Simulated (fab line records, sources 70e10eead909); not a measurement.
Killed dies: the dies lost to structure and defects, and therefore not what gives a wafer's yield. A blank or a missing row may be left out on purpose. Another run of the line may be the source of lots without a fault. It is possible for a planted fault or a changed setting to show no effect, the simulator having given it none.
Which of the tools did it? ; flow nand_harc ; 14 lots, 42 wafers sampled, at 5 steps of a route of 1159

WHAT THE GAUGES SHOWED, per wafer
NHARC_A_BLC_CD_MEAS_10: target cd 100 nm. Usual: 99.9 nm for cd_nm, sd 0.93.
lot;measured;on;cd_nm (nm);flag
L698;day 17 14:02;cd_sem-02;101.3 100.6 100.0;
L701;day 17 20:31;cd_sem-03;100.6 100.6 99.9;
L702;day 18 06:07;cd_sem-03;101.5 100.4 100.1;
L699;day 18 12:07;cd_sem-03;100.4 99.8 100.5;
L703;day 18 19:35;cd_sem-01;100.4 99.5 100.8;
L700;day 18 20:19;cd_sem-02;100.9 99.0 99.9;
L710;day 20 16:38;cd_sem-03;22.7 23.2 22.4;OFF
L711;day 20 19:31;cd_sem-03;22.5 23.0 23.0;OFF
L712;day 21 06:17;cd_sem-02;97.8 98.8 97.8;
L715;day 21 10:08;cd_sem-01;100.7 98.9 101.4;
L717;day 22 03:20;cd_sem-01;100.2 100.7 101.0;
L718;day 22 08:51;cd_sem-03;98.8 100.3 99.6;
L716;day 22 16:04;cd_sem-03;99.4 98.1 97.4;
L719;day 22 20:54;cd_sem-01;101.1 100.3 98.6;

WHICH TOOL RAN EACH LOT (tool, then ch and the chambers of the sampled wafers, then the start)
lot;NHARC_A_CONTACT_ETCH_135;NHARC_A_CONTACT_ETCH_92;NHARC_A_CONTACT_ETCH_110;NHARC_A_BLC_PEB_08
L698;har_cap_etch-02 ch 0,1, day 17 05:03;rie_diel-05 ch 0,1,3, day 17 06:12;rie_diel-07 ch 2,3, day 17 06:50;litho_track-01 ch 0, day 17 13:57
L701;har_cap_etch-03 ch 0,1, day 17 16:28;rie_diel-05 ch 2,3, day 17 17:23;rie_diel-13 ch 0,3, day 17 17:55;litho_track-01 ch 0, day 17 20:26
L702;har_cap_etch-02 ch 0,1, day 18 01:02;rie_diel-05 ch 1,2,3, day 18 01:56;rie_diel-05 ch 0,2,3, day 18 02:56;litho_track-06 ch 0, day 18 06:02
L699;har_cap_etch-03 ch 0,1, day 18 08:02;rie_diel-13 ch 1,3, day 18 08:55;rie_diel-07 ch 1,3, day 18 09:25;litho_track-01 ch 0, day 18 12:02
L703;har_cap_etch-01 ch 0,1, day 18 13:56;rie_diel-07 ch 0,2,3, day 18 14:49;rie_diel-13 ch 0,2,3, day 18 15:23;litho_track-06 ch 0, day 18 19:30
L700;har_cap_etch-02 ch 0,1, day 18 15:06;rie_diel-13 ch 0,2, day 18 15:59;rie_diel-05 ch 1,2, day 18 16:38;litho_track-01 ch 0, day 18 20:14
L710;har_cap_etch-01 ch 0,1, day 20 12:30;rie_diel-07 ch 0,3, day 20 13:25;rie_diel-05 ch 0,1,2, day 20 14:01;litho_track-01 ch 0, day 20 16:34
L711;har_cap_etch-01 ch 0,1, day 20 15:28;rie_diel-13 ch 2,3, day 20 16:20;rie_diel-13 ch 0,2,3, day 20 16:53;litho_track-01 ch 0, day 20 19:26
L712;har_cap_etch-01 ch 0,1, day 20 18:16;rie_diel-05 ch 1,3, day 20 19:10;rie_diel-05 ch 1,2, day 20 19:41;litho_track-04 ch 0, day 21 06:12
L715;har_cap_etch-01 ch 0,1, day 20 23:11;rie_diel-05 ch 1,3, day 21 00:16;rie_diel-05 ch 0,1,3, day 21 00:47;litho_track-06 ch 0, day 21 10:04
L717;har_cap_etch-03 ch 0, day 21 23:15;rie_diel-05 ch 0,1, day 22 00:10;rie_diel-07 ch 1,2,3, day 22 00:41;litho_track-06 ch 0, day 22 03:15
L718;har_cap_etch-02 ch 0,1, day 22 04:46;rie_diel-05 ch 0,1,2, day 22 05:41;rie_diel-05 ch 0,1,2, day 22 06:11;litho_track-04 ch 0, day 22 08:46
L716;har_cap_etch-01 ch 0,1, day 22 09:23;rie_diel-07 ch 0,2,3, day 22 10:17;rie_diel-05 ch 0,2,3, day 22 10:48;litho_track-04 ch 0, day 22 15:59
L719;har_cap_etch-02 ch 0,1, day 22 13:20;rie_diel-13 ch 1,2,3, day 22 14:28;rie_diel-13 ch 1,2,3, day 22 14:56;litho_track-06 ch 0, day 22 20:49
- NHARC_A_CONTACT_ETCH_135: etches the open film in C4F8/O2/Ar, time 132 s, target depth 1287 nm.
- NHARC_A_CONTACT_ETCH_92: etches the open film in CH3F/O2, target depth 40 nm, time 85.7 s.
- NHARC_A_CONTACT_ETCH_110: etches the open film in CF4/O2, target depth 50 nm, overetch 5 nm, time 27.5 s.
- NHARC_A_BLC_PEB_08: peb time 65 s.

AS READ BY THE TOOLS THEMSELVES (means over the sampled wafers that have a number; for cases with no such wafer, the mark the record gives instead)
NHARC_A_CONTACT_ETCH_92. Usual: drypump_motor_current_A is 5.7 A with standard deviation 0.4, mfc_ar_sccm is 199.9 sccm with standard deviation 0.62, oes_product_au is 0.934 a.u. with standard deviation 0.023, rf_fwd_power_W is 496.9 W with standard deviation 1.9, rf_vpp_V is 244.6 V with standard deviation 1.4, showerhead_plenum_p_Torr is 2.47 Torr with standard deviation 0.078, and throttle_valve_pct is 20.663 % with standard deviation 0.0093.
lot;tool;drypump_motor_current_A (A);mfc_ar_sccm (sccm);oes_product_au (a.u.);rf_fwd_power_W (W);rf_vpp_V (V);showerhead_plenum_p_Torr (Torr);throttle_valve_pct (%);flag
L698;rie_diel-05;5.3;200.4;0.927;497.8;245.2;2.48;20.670;
L701;rie_diel-05;5.7;200.2;0.921;498.1;243.6;2.40;20.667;
L702;rie_diel-05;5.7;200.3;0.918;496.1;242.8;2.42;20.657;
L699;rie_diel-13;5.6;199.8;0.967;496.2;246.2;2.57;20.655;
L703;rie_diel-07;6.0;199.9;0.940;497.3;244.7;2.45;20.662;
L700;rie_diel-13;5.7;200.1;0.928;498.3;246.2;2.60;20.662;
L710;rie_diel-07;6.0;199.6;0.931;494.7;245.1;2.45;20.662;
L711;rie_diel-13;5.9;200.1;0.952;495.8;245.8;2.56;20.663;
L712;rie_diel-05;5.3;199.7;0.921;497.1;244.3;2.45;20.659;
L715;rie_diel-05;5.3;200.3;0.921;496.1;244.4;2.48;20.669;
L717;rie_diel-05;5.3;199.6;0.932;499.4;245.1;2.49;20.663;
L718;rie_diel-05;5.7;200.1;0.939;497.2;244.3;2.44;20.660;
L716;rie_diel-07;6.0;200.4;1.000;496.5;244.3;2.44;20.667;
L719;rie_diel-13;5.7;199.9;0.930;495.4;246.6;2.55;20.667;

NHARC_A_CONTACT_ETCH_110. Usual: cf4_flow_sccm 79.95 sccm, standard deviation 0.25; drypump_motor_current_A 5.7 A, standard deviation 0.4; mfc_ar_sccm 0.006 sccm, standard deviation 0.012; oes_ar_750_au 1.000 a.u., standard deviation 0.0046; oes_product_au 1.003 a.u., standard deviation 0.014; rf_fwd_power_W 295.9 W, standard deviation 1.5; rf_vpp_V 198.0 V, standard deviation 1.1; showerhead_plenum_p_Torr 1.34 Torr, standard deviation 0.046; throttle_valve_pct 13.397 %, standard deviation 0.0074.
lot;tool;cf4_flow_sccm (sccm);drypump_motor_current_A (A);mfc_ar_sccm (sccm);oes_ar_750_au (a.u.);oes_product_au (a.u.);rf_fwd_power_W (W);rf_vpp_V (V);showerhead_plenum_p_Torr (Torr);throttle_valve_pct (%);flag
L698;rie_diel-07;80.01;5.8;0.000;0.998;1.026;293.4;198.1;1.34;13.392;
L701;rie_diel-13;79.93;5.6;0.014;1.000;0.994;297.0;198.9;1.41;13.390;
L702;rie_diel-05;80.19;5.7;0.000;0.999;1.010;296.9;197.7;1.32;13.402;
L699;rie_diel-07;79.87;5.9;0.020;0.998;0.999;296.3;197.7;1.34;13.392;
L703;rie_diel-13;79.85;5.7;0.018;0.996;0.996;296.6;199.5;1.40;13.390;
L700;rie_diel-05;80.08;6.0;0.000;0.997;1.002;295.7;197.5;1.30;13.402;
L710;rie_diel-05;79.79;5.7;0.000;1.005;1.007;296.6;197.7;1.33;13.400;
L711;rie_diel-13;79.97;5.7;0.018;1.001;1.004;297.1;200.0;1.40;13.398;
L712;rie_diel-05;79.89;6.0;0.000;0.996;1.016;295.8;196.6;1.29;13.401;
L715;rie_diel-05;79.92;5.3;0.000;0.997;0.998;294.6;198.7;1.35;13.396;
L717;rie_diel-07;80.02;5.9;0.010;1.002;0.998;295.2;198.0;1.33;13.398;
L718;rie_diel-05;79.75;5.7;0.000;1.001;1.005;295.9;197.9;1.32;13.399;
L716;rie_diel-05;80.11;5.7;0.000;1.001;1.009;296.6;197.1;1.31;13.391;
L719;rie_diel-13;79.94;5.7;0.018;0.999;1.004;295.0;198.8;1.39;13.395;

NHARC_A_BLC_PEB_08. Usual: heater_power_total_W 156.6 W, standard deviation 0.44; plate_temp_C 99.97 C, standard deviation 0.12.
lot;tool;heater_power_total_W (W);plate_temp_C (C);flag
L698;litho_track-01;156.9;99.92;
L701;litho_track-01;157.0;100.09;
L702;litho_track-06;156.4;100.04;
L699;litho_track-01;156.3;100.05;
L703;litho_track-06;156.5;100.08;
L700;litho_track-01;156.4;99.99;
L710;litho_track-01;126.2;85.79;OFF
L711;litho_track-01;126.7;85.72;OFF
L712;litho_track-04;156.5;99.86;
L715;litho_track-06;156.7;100.07;
L717;litho_track-06;156.4;100.00;
L718;litho_track-04;156.4;99.99;
L716;litho_track-04;156.8;100.02;
L719;litho_track-06;156.4;99.95;

THE ANSWER, worked out from the rows above alone
Rule: lot off if the mean of its wafers having a number is beyond 3 standard deviations from the usual mean. Also off: a lot with no number at a reading for which 4 or more lots have one. Any other lot the step has rows for is counted as sound. After the gauges, taken in route order, come the tools' own readings; for these a lot's mean is taken, as printed above. At the first step where some lot is off, the reading lying furthest off is the one used; lots without a number count as furthest.
Off, at NHARC_A_BLC_CD_MEAS_10 on cd_nm: L710, L711.
If a tool, at a process step before that reading, ran all the lots that are off and no sound lot after the first of them, it fits. Not tried: the gauges at NHARC_A_BLC_CD_MEAS_10; whatever is off there is also off at NHARC_A_BLC_PEB_08, on other tools, and gauge error can't account for it. One fits: litho_track-01 at NHARC_A_BLC_PEB_08. Its last sound lot is L700 (day 18 20:14), its first lot that is off L710 (day 20 16:34): a fault that began between those two fits.
The tool's own readings at NHARC_A_BLC_PEB_08 bear it out: on the lots that are off they differ by more than 5 times the standard deviation of the sound lots' means. heater_power_total_W reads 126.5 W there against 156.6 W on the sound lots; plate_temp_C reads 85.75 C there against 100.00 C on the sound lots.

WHAT WAS PUT IN BY THE SIMULATOR
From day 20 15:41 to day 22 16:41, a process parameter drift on litho_track-01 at NHARC_A_BLC_PEB_08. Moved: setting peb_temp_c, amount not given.
Struck lots among those shown: L710, L711. The rule above reached the same finding.
